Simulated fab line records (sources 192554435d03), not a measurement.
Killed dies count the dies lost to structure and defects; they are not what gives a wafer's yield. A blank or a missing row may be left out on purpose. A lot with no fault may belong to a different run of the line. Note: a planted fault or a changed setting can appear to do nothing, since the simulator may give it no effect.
Which tool is to blame? -- flow n5_finfet -- 24 lots, 72 wafers sampled, at 6 steps of a route of 1938

WHAT EACH GAUGE READ, for each wafer
The record lacks any reading of a measuring or inspecting step that a usual standard deviation could be used to judge.

EACH LOT AND THE TOOL THAT RAN IT (in order: tool; ch and the chambers of the sampled wafers; start)
lot,N5_BEOL_M10_DESCUM_16,N5_BEOL_M10_DESCUM_33,N5_BEOL_M10_ETCH_65,N5_BEOL_M10_CURE_72,N5_BEOL_M10_PRE_CLEAN_45,N5_BEOL_M10_SURFACE_TREAT_76
L074,"rie_diel-01 ch 0,2,3, day 11 21:21","rie_diel-01 ch 1,2,3, day 11 22:44","rie_diel-01 ch 1,2,3, day 11 22:46","uv_cure-01 ch 1, day 11 23:28","pvd_sputter-03, day 12 00:48","pvd_sputter-03, day 12 01:13"
L075,"rie_diel-06 ch 0,1,3, day 12 11:41","rie_diel-04 ch 0,1,2, day 12 14:41","rie_diel-04 ch 0,1,2, day 12 14:43","uv_cure-01 ch 2, day 12 15:25","pvd_sputter-01, day 12 15:52","pvd_sputter-03, day 12 16:28"
L077,"rie_diel-04 ch 0,1,2, day 12 16:33","rie_diel-01 ch 1,2, day 12 17:47","rie_diel-01 ch 1,2, day 12 17:49","uv_cure-01 ch 0, day 12 18:35","pvd_sputter-02, day 12 19:16","pvd_sputter-02, day 12 19:40"
L078,"rie_diel-01 ch 1,2,3, day 12 23:31","rie_diel-04 ch 2,3, day 13 01:06","rie_diel-04 ch 2,3, day 13 01:08","uv_cure-01 ch 2, day 13 01:47","pvd_sputter-01, day 13 02:29","pvd_sputter-01, day 13 03:05"
L076,"rie_diel-04 ch 0,1,2, day 13 00:15","rie_diel-01 ch 0,2,3, day 13 01:56","rie_diel-01 ch 0,2,3, day 13 01:58","uv_cure-02 ch 0, day 13 02:37","pvd_sputter-01, day 13 02:59","pvd_sputter-02, day 13 03:34"
L079,"rie_diel-04 ch 0,1, day 13 03:08","rie_diel-06 ch 1,2, day 13 04:02","rie_diel-06 ch 1,2, day 13 04:04","uv_cure-01 ch 1, day 13 04:58","pvd_sputter-02, day 13 05:21","pvd_sputter-02, day 13 05:49"
L081,"rie_diel-06 ch 0,1, day 13 09:49","rie_diel-01 ch 0,2,3, day 13 14:22","rie_diel-01 ch 0,2,3, day 13 14:23","uv_cure-01 ch 1, day 13 15:03","pvd_sputter-01, day 13 15:31","pvd_sputter-02, day 13 16:00"
L082,"rie_diel-06 ch 0,2,3, day 13 20:27","rie_diel-04 ch 0,1,2, day 13 21:59","rie_diel-04 ch 0,1,2, day 13 22:01","uv_cure-02 ch 1, day 13 22:40","pvd_sputter-03, day 13 23:02","pvd_sputter-03, day 13 23:23"
L080,"rie_diel-04 ch 0,1,2, day 13 20:54","rie_diel-04 ch 2,3, day 13 22:37","rie_diel-04 ch 2,3, day 13 22:40","uv_cure-01 ch 2, day 13 23:38","pvd_sputter-03, day 14 00:09","pvd_sputter-01, day 14 01:31"
L083,"rie_diel-04 ch 0,1,2, day 14 01:46","rie_diel-04 ch 0,2,3, day 14 04:02","rie_diel-04 ch 0,2,3, day 14 04:04","uv_cure-01 ch 2, day 14 04:43","pvd_sputter-03, day 14 05:32","pvd_sputter-02, day 14 05:55"
L084,"rie_diel-01 ch 1,2, day 14 03:05","rie_diel-06 ch 0,1,3, day 14 04:04","rie_diel-06 ch 0,1,3, day 14 04:06","uv_cure-02 ch 0, day 14 04:55","pvd_sputter-01, day 14 05:22","pvd_sputter-03, day 14 05:44"
L085,"rie_diel-01 ch 0,2, day 14 20:26","rie_diel-04 ch 1,3, day 14 23:04","rie_diel-04 ch 1,3, day 14 23:07","uv_cure-02 ch 1, day 15 00:12","pvd_sputter-02, day 15 00:45","pvd_sputter-02, day 15 01:07"
L086,"rie_diel-04 ch 1,2, day 15 03:56","rie_diel-06 ch 0,3, day 15 06:16","rie_diel-06 ch 0,3, day 15 06:17","uv_cure-01 ch 1, day 15 06:57","pvd_sputter-01, day 15 07:22","pvd_sputter-03, day 15 07:46"
L087,"rie_diel-04 ch 2,3, day 15 07:31","rie_diel-06 ch 0,1,2, day 15 08:49","rie_diel-06 ch 0,1,2, day 15 08:51","uv_cure-02 ch 1, day 15 09:43","pvd_sputter-01, day 15 11:04","pvd_sputter-03, day 15 11:26"
L088,"rie_diel-06 ch 0,3, day 15 07:40","rie_diel-04 ch 1,2, day 15 08:39","rie_diel-04 ch 1,2, day 15 08:41","uv_cure-01 ch 1, day 15 09:24","pvd_sputter-03, day 15 11:02","pvd_sputter-03, day 15 11:24"
L089,"rie_diel-06 ch 0,1,2, day 16 01:45","rie_diel-01 ch 1,2, day 16 02:50","rie_diel-01 ch 1,2, day 16 02:52","uv_cure-01 ch 0, day 16 03:35","pvd_sputter-02, day 16 04:17","pvd_sputter-02, day 16 06:25"
L090,"rie_diel-01 ch 0,1,3, day 16 13:20","rie_diel-06 ch 1,3, day 16 14:26","rie_diel-06 ch 1,3, day 16 14:28","uv_cure-01 ch 2, day 16 15:07","pvd_sputter-01, day 16 15:34","pvd_sputter-02, day 16 18:56"
L092,"rie_diel-06 ch 0,1,3, day 16 15:18","rie_diel-04 ch 1,2,3, day 16 18:26","rie_diel-04 ch 1,2,3, day 16 18:28","uv_cure-01 ch 2, day 16 19:23","pvd_sputter-01, day 16 19:55","pvd_sputter-01, day 16 20:51"
L093,"rie_diel-01 ch 1,3, day 16 15:29","rie_diel-06 ch 1,3, day 16 18:16","rie_diel-06 ch 1,3, day 16 18:17","uv_cure-02 ch 1, day 16 18:57","pvd_sputter-02, day 16 19:25","pvd_sputter-01, day 16 19:47"
L091,"rie_diel-06 ch 2,3, day 17 02:40","rie_diel-06 ch 2,3, day 17 04:43","rie_diel-06 ch 2,3, day 17 04:44","uv_cure-01 ch 1, day 17 05:23","pvd_sputter-03, day 17 05:45","pvd_sputter-03, day 17 06:13"
L096,"rie_diel-01 ch 0,1,3, day 17 19:09","rie_diel-04 ch 0,1,2, day 17 20:53","rie_diel-04 ch 0,1,2, day 17 20:55","uv_cure-02 ch 0, day 17 21:34","pvd_sputter-01, day 17 22:17","pvd_sputter-02, day 17 22:52"
L095,"rie_diel-06 ch 0,3, day 18 03:25","rie_diel-04 ch 0,1,2, day 18 04:26","rie_diel-04 ch 0,1,2, day 18 04:28","uv_cure-01 ch 1, day 18 05:08","pvd_sputter-01, day 18 05:55","pvd_sputter-01, day 18 06:19"
L097,"rie_diel-01 ch 0,1,3, day 18 12:14","rie_diel-01 ch 0,1,3, day 18 13:28","rie_diel-01 ch 0,1,3, day 18 13:31","uv_cure-01 ch 0, day 18 14:18","pvd_sputter-03, day 18 14:58","pvd_sputter-03, day 18 15:22"
L094,"rie_diel-04 ch 0,1,3, day 18 15:17","rie_diel-06 ch 1,3, day 18 18:39","rie_diel-06 ch 1,3, day 18 18:41","uv_cure-02 ch 1, day 18 19:22","pvd_sputter-02, day 18 20:35","pvd_sputter-02, day 18 21:02"
- N5_BEOL_M10_DESCUM_16: chemistry O2, time 7.9 s.
- N5_BEOL_M10_DESCUM_33: chemistry O2, time 7.9 s.
- N5_BEOL_M10_ETCH_65: etches SiARC in CF4, target depth 39 nm, time 65 s.
- N5_BEOL_M10_CURE_72: cures SiCOH lowk, time 120 s.
- N5_BEOL_M10_PRE_CLEAN_45: time 30 s.
- N5_BEOL_M10_SURFACE_TREAT_76

WHAT THE TOOLS THEMSELVES READ (means of the sampled wafers that have a number; where no wafer has one, the mark that the record gives instead)
N5_BEOL_M10_DESCUM_16.
lot,tool,drypump_motor_current_A (A),oes_product_au (a.u.),rf_vpp_V (V),showerhead_plenum_p_Torr (Torr),throttle_valve_pct (%)
L074,rie_diel-01,5.8,0.80,242.8,2.11,20.53
L075,rie_diel-06,5.9,0.76,243.0,2.09,20.56
L077,rie_diel-04,5.7,0.78,244.9,2.15,20.49
L078,rie_diel-01,5.8,0.78,241.6,2.07,20.53
L076,rie_diel-04,5.7,0.77,244.8,2.15,20.50
L079,rie_diel-04,5.7,0.80,243.7,2.13,20.22
L081,rie_diel-06,5.8,0.75,243.2,2.08,20.64
L082,rie_diel-06,5.7,0.71,243.9,2.11,20.54
L080,rie_diel-04,5.7,0.76,243.5,2.15,20.50
L083,rie_diel-04,5.7,0.76,244.0,2.15,20.52
L084,rie_diel-01,5.9,0.79,242.8,2.07,20.50
L085,rie_diel-01,6.1,0.80,242.0,2.07,20.58
L086,rie_diel-04,5.3,0.82,242.5,2.10,20.32
L087,rie_diel-04,5.8,0.88,244.1,2.15,20.54
L088,rie_diel-06,5.9,0.71,243.0,2.08,20.61
L089,rie_diel-06,5.6,0.72,243.0,2.11,20.56
L090,rie_diel-01,5.7,0.76,243.3,2.12,20.56
L092,rie_diel-06,5.9,0.72,243.3,2.08,20.62
L093,rie_diel-01,5.7,0.72,243.0,2.08,20.59
L091,rie_diel-06,5.3,0.69,243.2,2.13,20.47
L096,rie_diel-01,5.7,0.74,243.3,2.11,20.59
L095,rie_diel-06,6.0,0.88,242.7,2.07,20.45
L097,rie_diel-01,5.7,0.74,243.3,2.11,20.58
L094,rie_diel-04,6.1,0.84,244.0,2.14,20.20

N5_BEOL_M10_DESCUM_33.
lot,tool,drypump_motor_current_A (A),oes_product_au (a.u.),rf_vpp_V (V),showerhead_plenum_p_Torr (Torr),throttle_valve_pct (%)
L074,rie_diel-01,5.9,0.79,243.4,2.08,20.50
L075,rie_diel-04,5.7,0.78,243.9,2.15,20.48
L077,rie_diel-01,6.1,0.81,242.5,2.05,20.53
L078,rie_diel-04,5.8,0.69,243.8,2.16,20.77
L076,rie_diel-01,5.9,0.79,243.3,2.10,20.56
L079,rie_diel-06,5.3,0.74,244.4,2.15,20.42
L081,rie_diel-01,5.8,0.78,242.4,2.10,20.56
L082,rie_diel-04,5.7,0.77,244.8,2.15,20.52
L080,rie_diel-04,5.8,0.69,244.5,2.15,20.78
L083,rie_diel-04,6.1,0.74,244.7,2.17,20.56
L084,rie_diel-06,5.8,0.74,242.0,2.09,20.58
L085,rie_diel-04,5.7,0.74,243.1,2.11,20.23
L086,rie_diel-06,5.9,0.71,242.5,2.08,20.58
L087,rie_diel-06,5.6,0.73,243.6,2.11,20.56
L088,rie_diel-04,5.3,0.82,243.1,2.10,20.33
L089,rie_diel-01,6.1,0.77,242.8,2.04,20.58
L090,rie_diel-06,5.8,0.73,243.6,2.09,20.56
L092,rie_diel-04,5.7,0.79,243.1,2.13,20.40
L093,rie_diel-06,5.8,0.75,243.1,2.09,20.54
L091,rie_diel-06,5.6,0.70,243.1,2.11,20.52
L096,rie_diel-04,5.7,0.82,244.0,2.14,20.42
L095,rie_diel-04,5.7,0.81,243.5,2.14,20.43
L097,rie_diel-01,5.7,0.73,243.8,2.11,20.59
L094,rie_diel-06,5.8,0.71,242.3,2.08,20.58

N5_BEOL_M10_ETCH_65.
lot,tool,drypump_motor_current_A (A),etch_rf_on_time_s (s),oes_product_au (a.u.),rf_vpp_V (V),showerhead_plenum_p_Torr (Torr),throttle_valve_pct (%)
L074,rie_diel-01,5.9,65.0,0.68,182.9,2.12,15.69
L075,rie_diel-04,5.7,64.5,0.66,184.5,2.20,15.68
L077,rie_diel-01,6.1,64.4,0.68,183.6,2.10,15.69
L078,rie_diel-04,5.8,65.2,0.60,184.8,2.20,15.94
L076,rie_diel-01,5.8,64.1,0.67,184.2,2.15,15.74
L079,rie_diel-06,5.3,64.5,0.64,184.5,2.20,15.63
L081,rie_diel-01,5.9,65.8,0.66,184.2,2.15,15.75
L082,rie_diel-04,5.7,65.0,0.65,184.8,2.20,15.70
L080,rie_diel-04,5.8,64.8,0.59,184.1,2.19,15.95
L083,rie_diel-04,6.1,64.7,0.64,184.5,2.21,15.75
L084,rie_diel-06,5.9,64.3,0.64,183.9,2.13,15.74
L085,rie_diel-04,5.7,65.8,0.63,183.6,2.15,15.47
L086,rie_diel-06,5.9,63.9,0.61,183.3,2.12,15.75
L087,rie_diel-06,5.6,64.6,0.62,183.7,2.16,15.77
L088,rie_diel-04,5.3,65.3,0.70,184.1,2.15,15.52
L089,rie_diel-01,6.1,64.3,0.67,183.2,2.09,15.76
L090,rie_diel-06,5.8,64.7,0.63,183.6,2.13,15.70
L092,rie_diel-04,5.8,65.3,0.67,185.0,2.17,15.59
L093,rie_diel-06,5.8,65.1,0.64,184.2,2.14,15.71
L091,rie_diel-06,5.6,64.4,0.60,184.1,2.15,15.67
L096,rie_diel-04,5.7,64.4,0.70,183.8,2.18,15.60
L095,rie_diel-04,5.7,64.6,0.70,184.8,2.18,15.61
L097,rie_diel-01,5.7,65.3,0.63,184.3,2.16,15.77
L094,rie_diel-06,5.9,64.2,0.61,183.8,2.12,15.74

N5_BEOL_M10_CURE_72.
lot,tool,lamp_power_pct (%),wafer_temp_C_max
L074,uv_cure-01,52.29,371.6
L075,uv_cure-01,52.33,371.2
L077,uv_cure-01,52.26,371.5
L078,uv_cure-01,52.33,371.8
L076,uv_cure-02,52.30,371.8
L079,uv_cure-01,52.30,371.2
L081,uv_cure-01,52.35,371.6
L082,uv_cure-02,52.30,372.2
L080,uv_cure-01,52.30,371.7
L083,uv_cure-01,52.33,371.4
L084,uv_cure-02,52.33,372.0
L085,uv_cure-02,52.27,371.8
L086,uv_cure-01,52.26,371.7
L087,uv_cure-02,52.33,372.3
L088,uv_cure-01,52.29,371.8
L089,uv_cure-01,52.34,371.1
L090,uv_cure-01,52.33,371.6
L092,uv_cure-01,52.33,371.7
L093,uv_cure-02,52.27,371.7
L091,uv_cure-01,52.30,371.1
L096,uv_cure-02,52.33,371.8
L095,uv_cure-01,52.29,371.8
L097,uv_cure-01,52.31,370.9
L094,uv_cure-02,52.29,371.6

N5_BEOL_M10_PRE_CLEAN_45.
lot,tool,heater_power_w (W)
L074,pvd_sputter-03,315
L075,pvd_sputter-01,351
L077,pvd_sputter-02,340
L078,pvd_sputter-01,393
L076,pvd_sputter-01,368
L079,pvd_sputter-02,352
L081,pvd_sputter-01,346
L082,pvd_sputter-03,297
L080,pvd_sputter-03,292
L083,pvd_sputter-03,308
L084,pvd_sputter-01,366
L085,pvd_sputter-02,371
L086,pvd_sputter-01,351
L087,pvd_sputter-01,346
L088,pvd_sputter-03,310
L089,pvd_sputter-02,352
L090,pvd_sputter-01,372
L092,pvd_sputter-01,366
L093,pvd_sputter-02,355
L091,pvd_sputter-03,320
L096,pvd_sputter-01,353
L095,pvd_sputter-01,349
L097,pvd_sputter-03,304
L094,pvd_sputter-02,369

THE ANSWER, worked out from the rows above alone
Rule: the lots themselves supply what counts as usual. Put in order of their means at a reading, lots are off if they are a third of the lots or fewer, leave a main group of 4 or more, and stand apart from it by a gap of 3 or more times the standard deviation of the main group's means; of several such gaps the widest counts. The tables above print the reading to a certain number of digits; a main group whose means all agree to those digits is not used. A lot without any number at a reading at which 4 lots or more have one is off too. Any other lot the step has rows for is counted as sound. The gauges are gone through in route order, then the tools' own readings, and for those a lot's mean is taken as printed above. At the first step where some lot is off, the reading lying furthest off is the one used; lots without a number count as furthest.
No lot is off on any of the readings shown, so nothing can be concluded from this.

WHAT THE SIMULATOR HAD INSERTED
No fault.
